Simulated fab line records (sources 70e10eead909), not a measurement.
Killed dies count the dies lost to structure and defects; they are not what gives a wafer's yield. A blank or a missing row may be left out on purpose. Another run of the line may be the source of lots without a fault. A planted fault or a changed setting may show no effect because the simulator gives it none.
Chamber matching    flow nandHarc    NHARC_A_STAIRCASE_DESCUM_252 on rieDiel-12: 4 sister chambers
The step chemistry O2, time 3 s. 4 wafers are shown with their chamber, then 12 later ones without.

EACH WAFER AND ITS CHAMBER
wafer   chamber  showerheadPlenumPTorr (Torr)
L091.1  1        1.86
L091.3  0        1.85
L090.1  2        2.04
L090.6  3        2.01

WAFERS MISSING THEIR CHAMBER
wafer   showerheadPlenumPTorr (Torr)
L095.1  2.03
L095.2  2.01
L095.4  1.85
L094.3  2.01
L094.4  1.86
L094.5  2.01
L097.1  1.85
L097.5  2.01
L097.6  1.85
L096.3  2.01
L096.5  2.01
L096.6  1.85

THE CHAMBER EACH PASSED THROUGH
wafer   from the rows above  in truth
L095.1  2                    2
L095.2  3                    3
L095.4  0                    0
L094.3  3                    3
L094.4  1                    1
L094.5  3                    3
L097.1  0                    0
L097.5  3                    3
L097.6  0                    0
L096.3  3                    3
L096.5  3                    3
L096.6  0                    0
Correctly placed: 12 of 12. Left unplaced by these rows: 0. Placed wrongly: 0.
How it was worked out, from the rows above alone: a wafer's distance from a chamber is the root of the sum, over the readings, of the square of ((its reading less the chamber's mean) divided by the reading's scatter). If the next closest chamber is less than 2 further off than the closest, the wafer can't be placed; otherwise it belongs to the closest. The mean given for a chamber averages the wafers shown for that chamber. The scatter (one wafer shown for each chamber): square how far every hidden wafer sits from the nearest shown wafer, average those squares and take the square root.
